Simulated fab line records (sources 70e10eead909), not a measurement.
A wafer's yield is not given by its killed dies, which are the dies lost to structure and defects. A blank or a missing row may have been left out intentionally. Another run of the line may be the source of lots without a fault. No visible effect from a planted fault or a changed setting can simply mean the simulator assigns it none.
Struck lot and sound lot, side by side / flow nandHarc / 14 out of 1302 route steps
Sound: these wafers, L425.1, L425.4, L425.5. Struck: wafers L434.1, L434.3, L434.6. The cause is named last.
At each step with rows: each side's tool, then ch and its chambers, then its first start. Under that, the readings that differ: sound wafers / struck wafers / difference of the means / sigmas: that difference in standard deviations of wafers without a fault.
alike: readings with means less than 2 such deviations apart, plus words and numbers identical on both sides. not compared: withheld readings, readings lacking a value on some wafer, bounds such as >300 that could conceal the same value, and numbers that have no deviation in the record and whose values overlap.
The two part at a step that has a row with sigmas, a row that says differs or no value, or rows on one side only. Numbers that don't overlap but have no deviation are shown without sigmas and don't part them. A reading missing from all wafers of one side parts the sides only when that side holds two or more wafers.

NHARC_A_M1_PRE_CLEAN_32: time 12 s.
  sound on pecvd-02 ch 0,1,2, day 23 23:21; struck on pecvd-03 ch 0,2, day 26 15:19
  alike: heaterPowerW
NHARC_A_M1_DEP_33: deposits SiCN, target thk 30 nm.
  sound on pecvd-02 ch 0,1,2, day 23 23:29; struck on pecvd-03 ch 0,2, day 26 15:25
  alike: heaterPowerW
NHARC_A_BONDPAD_DEP_00: deposits SiCN, target thk 250 nm.
  sound on pecvd-01 ch 1,2, day 23 23:58; struck on pecvd-04 ch 1,2, day 26 15:56
  alike: heaterPowerW
NHARC_A_BONDPAD_CMP_29: polishes SiCN, target thk 200 nm.
  sound on cmp-03 ch 0,2, day 24 00:24; struck on cmp-04 ch 0,1, day 26 16:20
  alike: motorCurrentA
  not compared: padLifeWafers
NHARC_A_BONDPAD_THK_MEAS_30: measures by ellipsometry.
  sound on filmMetro-02, day 24 00:37; struck on filmMetro-02, day 26 16:35
  alike: thkNm
then, 7 steps without rows for these wafers: NHARC_A_BONDPAD_SRD_31; NHARC_A_BONDPAD_DEHYDRATE_01 (time 120 s); NHARC_A_BONDPAD_HMDS_02 (time 30 s); NHARC_A_BONDPAD_COAT_33 (time 65 s); NHARC_A_BONDPAD_COAT_03 (resist thk 600 nm); NHARC_A_BONDPAD_SOFTBAKE_04 (time 70 s); NHARC_A_BONDPAD_EBR_05.
NHARC_A_BONDPAD_EXPOSE_06: exposes mask A BPAD.
  sound on krfScanner-03 ch 0, day 24 01:02; struck on krfScanner-02, day 26 17:00
  no value came back on the struck wafers for exposureDoseMJCm2, focusOffsetNm (nm); on the sound wafers exposureDoseMJCm2 reads 36.95 36.98 36.95
  alike: mask
then, 1 step without rows for these wafers: NHARC_A_BONDPAD_PEB_07 (peb time 80 s).

WHERE THEY PART
At NHARC_A_BONDPAD_EXPOSE_06 and nowhere else, as far as this record goes.

WHY: the cause the simulator had injected
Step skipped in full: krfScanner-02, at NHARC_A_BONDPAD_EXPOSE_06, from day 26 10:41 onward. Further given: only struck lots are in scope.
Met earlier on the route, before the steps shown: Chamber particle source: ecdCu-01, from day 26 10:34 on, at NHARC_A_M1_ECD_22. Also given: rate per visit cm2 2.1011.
